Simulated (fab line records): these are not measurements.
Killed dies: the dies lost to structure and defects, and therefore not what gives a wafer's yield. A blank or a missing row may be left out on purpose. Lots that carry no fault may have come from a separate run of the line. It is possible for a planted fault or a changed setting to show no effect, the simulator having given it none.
Chamber matching	flow n5-finfet	rie-diel-01 running N5_ZERO_LAYER_ETCH_17: 4 sister chambers
The step etches SiO2 in CF4, target depth 12 nm, time 13.3 s. 27 wafers are shown with their chamber, then 12 later ones without.

## WAFERS, EACH WITH ITS CHAMBER
wafer	chamber	throttle-valve-pct (%)	drypump-motor-current-A (A)	showerhead-plenum-p-Torr (Torr)
L074.2	0	15.12	5.68	2.10
L074.3	3	15.69	5.83	2.22
L074.5	3	15.68	5.83	2.22
L076.1	3	15.69	5.86	2.22
L076.5	3	15.69	5.87	2.22
L076.6	2	15.74	5.66	2.21
L078.2	3	15.69	5.86	2.22
L078.3	1	15.47	6.11	2.18
L078.6	3	15.71	5.84	2.22
L079.1	2	15.74	5.68	2.21
L079.2	3	15.69	5.85	2.22
L079.3	1	15.48	6.13	2.18
L082.1	3	15.72	5.84	2.21
L082.2	1	15.50	6.09	2.17
L082.5	1	15.49	6.10	2.17
L083.1	0	15.14	5.67	2.10
L083.2	2	15.76	5.64	2.20
L083.5	0	15.15	5.66	2.10
L087.4	1	15.52	6.08	2.17
L087.5	1	15.51	6.11	2.17
L087.6	2	15.76	5.66	2.20
L088.1	1	15.52	6.10	2.17
L088.2	0	15.14	5.65	2.09
L088.4	2	15.78	5.67	2.20
L089.1	1	15.49	6.11	2.17
L089.3	2	15.79	5.65	2.20
L089.5	1	15.50	6.10	2.17

SIGNATURES (averages over the wafers above)
reading	chamber 0	chamber 1	chamber 2	chamber 3	scatter within a chamber
throttle-valve-pct	15.1375	15.4978	15.7617	15.6950	0.0163
drypump-motor-current-A	5.6650	6.1033	5.6600	5.8475	0.0142
showerhead-plenum-p-Torr	2.0975	2.1722	2.2033	2.2188	0.00443
Rule: for each reading, subtract the chamber's mean from the wafer's reading, divide by that reading's scatter and square the result; add these up over the readings and take the root, which gives the wafer's distance from the chamber. The wafer belongs to the nearest chamber; if the next one is less than 2 further off, it can't be placed. How the scatter is found: for the shown wafers, subtract from each reading the mean of its chamber, square and add these, divide the total by (wafers less chambers), then take the root.

## WAFERS MISSING THEIR CHAMBER
wafer	throttle-valve-pct (%)	drypump-motor-current-A (A)	showerhead-plenum-p-Torr (Torr)
L091.1	15.17	5.66	2.09
L091.3	15.52	6.09	2.17
L091.6	15.52	6.10	2.17
L093.1	15.74	5.84	2.21
L093.3	15.16	5.66	2.09
L093.5	15.74	5.85	2.21
L094.1	15.17	5.65	2.09
L094.2	15.74	5.86	2.21
L094.5	15.80	5.67	2.20
L095.1	15.17	5.65	2.09
L095.5	15.17	5.65	2.09
L095.6	15.75	5.85	2.21

## EACH ONE'S CHAMBER
wafer	from the rows above	in truth
L091.1	0	0
L091.3	1	1
L091.6	1	1
L093.1	3	3
L093.3	0	0
L093.5	3	3
L094.1	0	0
L094.2	3	3
L094.5	2	2
L095.1	0	0
L095.5	0	0
L095.6	3	3
12 of 12 placed correctly. Number that these rows cannot place: 0. Number placed wrongly: 0.
